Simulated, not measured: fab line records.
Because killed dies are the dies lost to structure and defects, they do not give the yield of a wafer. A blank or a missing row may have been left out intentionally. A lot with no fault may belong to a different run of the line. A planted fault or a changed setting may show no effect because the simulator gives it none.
A lot that was struck, set against a sound lot | flow n5 finfet | 14 steps out of a route of 1938
Sound: these wafers, L416.2, L416.4, L416.5. Struck: wafer L423.1 (left out: L423.3, L423.6 of the same lot, which were not struck); the cause appears at the end.
Each step with rows lists, per side, the tool, then ch with its chambers, then its first start. Under that, the readings that differ: sound wafers | struck wafers | difference of the means | sigmas: that difference in standard deviations of wafers without a fault.
alike: readings whose means differ by less than 2 such deviations, and words and numbers that are the same on both sides. not compared: withheld readings, readings that some wafer has no value for, bounds like >300 that may hide the same value, and numbers for which the record gives no deviation and whose values overlap.
The two part at a step that has a row with sigmas, a row that says differs or no value, or rows on one side only. Numbers that don't overlap but have no deviation are shown without sigmas and don't part them. A reading missing from all wafers of one side parts the sides only when that side holds two or more wafers.

N5_BEOL_M13_ETCH_68: etches SOC in N2/H2, time 355 s.
  sound on rie diel-06 ch 2,3, day 12 13:08; struck on rie diel-06 ch 0, day 13 23:07
  alike: drypump motor current A, oes product au, rf vpp V, showerhead plenum p Torr, throttle valve pct
  not compared: rf hours counter h
then, 1 step without rows for these wafers: N5_BEOL_M13_STRIP_69 (strips in N2/H2).
N5_BEOL_M13_TRENCH_ETCH_34: etches SiOC in C4F8/O2/Ar, target depth 413.47 nm, time 162.6 s.
  sound on rie diel-06 ch 2,3, day 12 13:22; struck on rie diel-06 ch 0, day 13 23:20
  alike: drypump motor current A, oes product au, rf vpp V, showerhead plenum p Torr, throttle valve pct
  not compared: rf hours counter h
then, 1 step without rows for these wafers: N5_BEOL_M13_STRIP_70 (strips in C4F8/O2/Ar).
N5_BEOL_M13_OCD_MEAS_35:
  sound: ocd-02 at day 12 13:32; struck: ocd-02 at day 13 23:30
  alike: trench depth nm
N5_BEOL_M13_STRIP_37: strips in N2/H2.
  sound on plasma asher-01 ch 0,1, day 12 13:34; struck on plasma asher-01 ch 1, day 13 23:44
  alike: drypump motor current A, heater power w, oes product au
  not compared: rf hours counter h
N5_BEOL_M13_ETCH_38: etches SiCN in CF4/N2, target depth 67.5 nm, time 71.9 s.
  sound on rie diel-02 ch 0,3, day 12 15:23; struck on rie diel-04 ch 3, day 14 01:58
  alike: cf4 flow sccm, drypump motor current A, oes product au, rf vpp V, showerhead plenum p Torr, throttle valve pct
  not compared: rf hours counter h
then, 4 steps without rows for these wafers: N5_BEOL_M13_PRECLEAN_39 (cleans in residue remover, time 60 s); N5_BEOL_M13_SRD_40 (time 30 s, dry time 30 s); N5_BEOL_M13_DEGAS_41 (time 60 s); N5_BEOL_M13_PRE_CLEAN_42 (time 30 s).
N5_BEOL_M13_SPUTTER_43: material TaN, target thk 15 nm, time 24.19 s.
  sound: pvd sputter-02 at day 12 16:03; struck: pvd sputter-03 at day 14 03:17
  reading                  | sound                  | struck  | difference | sigmas
  chamber pressure pa (Pa) | 0.1198 0.11959 0.12032 | 0.12041 | +0.00051   | +2
  alike: throttle valve pct
N5_BEOL_M13_SPUTTER_44: material Ta, target thk 10 nm, time 16.13 s.
  sound: pvd sputter-02 at day 12 16:08; struck: pvd sputter-03 at day 14 03:22
  reading                                     | sound         | struck | difference | sigmas
  model.Ta_of_BEOL_M13_SPUTTER_44.thk nm (nm) | 9.8 10.2 10.2 | 9.4    | -0.7       |
  alike: chamber pressure pa, throttle valve pct
then, 1 step without rows for these wafers: N5_BEOL_M13_SPUTTER_45 (material Cu, target thk 80 nm, time 13.33 s).

## WHERE THEY PART
Only at N5_BEOL_M13_SPUTTER_43, as far as this record shows. Later steps at which nothing parts them and some readings are alike: N5_BEOL_M13_SPUTTER_44.

WHY: the cause the simulator had injected
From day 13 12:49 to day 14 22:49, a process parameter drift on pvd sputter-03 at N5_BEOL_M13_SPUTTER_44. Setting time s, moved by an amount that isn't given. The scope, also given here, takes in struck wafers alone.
